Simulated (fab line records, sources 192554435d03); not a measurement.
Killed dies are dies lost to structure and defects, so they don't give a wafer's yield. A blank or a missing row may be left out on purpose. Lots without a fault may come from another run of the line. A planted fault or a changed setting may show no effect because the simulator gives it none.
Chamber matching | flow n5_finfet | N5_BEOL_M11_STRIP_19 on rie_diel-03: 4 sister chambers
The step strips in O2. 14 wafers are shown with their chamber, then 7 later ones without.

WAFERS WITH THEIR CHAMBER
wafer  | chamber | drypump_motor_current_A (A) | showerhead_plenum_p_Torr (Torr) | throttle_valve_pct (%)
L074.2 | 1       | 6.5                         | 2.12                            | 16.90
L074.3 | 2       | 5.4                         | 2.18                            | 17.00
L074.5 | 1       | 6.5                         | 2.12                            | 16.89
L075.3 | 0       | 6.0                         | 2.13                            | 16.59
L075.5 | 1       | 6.5                         | 2.12                            | 16.89
L075.6 | 2       | 5.4                         | 2.18                            | 17.01
L079.1 | 1       | 6.4                         | 2.12                            | 16.93
L079.4 | 3       | 4.9                         | 2.16                            | 17.00
L079.6 | 0       | 6.0                         | 2.13                            | 16.61
L088.1 | 2       | 5.4                         | 2.18                            | 16.52
L088.2 | 0       | 6.0                         | 2.12                            | 16.66
L088.6 | 2       | 5.4                         | 2.18                            | 16.50
L089.1 | 1       | 6.4                         | 2.11                            | 16.94
L089.2 | 2       | 5.4                         | 2.17                            | 16.53

SIGNATURES (means of the wafers above)
reading                  | chamber 0 | chamber 1 | chamber 2 | chamber 3 | scatter within a chamber
drypump_motor_current_A  | 6.000     | 6.460     | 5.400     | 4.900     | 0.0346
showerhead_plenum_p_Torr | 2.1267    | 2.1180    | 2.1780    | 2.1600    | 0.00476
throttle_valve_pct       | 16.6200   | 16.9100   | 16.7120   | 17.0000   | 0.171
Rule: a wafer's distance from a chamber is the root of the sum, over the readings, of the square of ((its reading less the chamber's mean) divided by the reading's scatter). The wafer belongs to the nearest chamber; if the next one is less than 2 further off, it can't be placed. The scatter: the root of (the sum of the squares of (reading less its chamber's mean) over the shown wafers, divided by (wafers less chambers)).

WAFERS WITHOUT THEIR CHAMBER
wafer  | drypump_motor_current_A (A) | showerhead_plenum_p_Torr (Torr) | throttle_valve_pct (%)
L089.6 | 4.9                         | 2.15                            | 17.03
L097.1 | 5.4                         | 2.17                            | 16.53
L097.4 | 6.5                         | 2.11                            | 16.98
L097.6 | 6.0                         | 2.12                            | 16.65
L095.2 | 5.4                         | 2.17                            | 16.54
L095.4 | 6.5                         | 2.11                            | 16.96
L095.5 | 4.9                         | 2.15                            | 17.06

WHICH CHAMBER EACH WENT THROUGH
wafer  | from the rows above | in truth
L089.6 | 3                   | 3
L097.1 | 2                   | 2
L097.4 | 1                   | 1
L097.6 | 0                   | 0
L095.2 | 2                   | 2
L095.4 | 1                   | 1
L095.5 | 3                   | 3
Placed correctly: 7 of 7. Can't be placed from these rows: 0. Placed wrongly: 0.
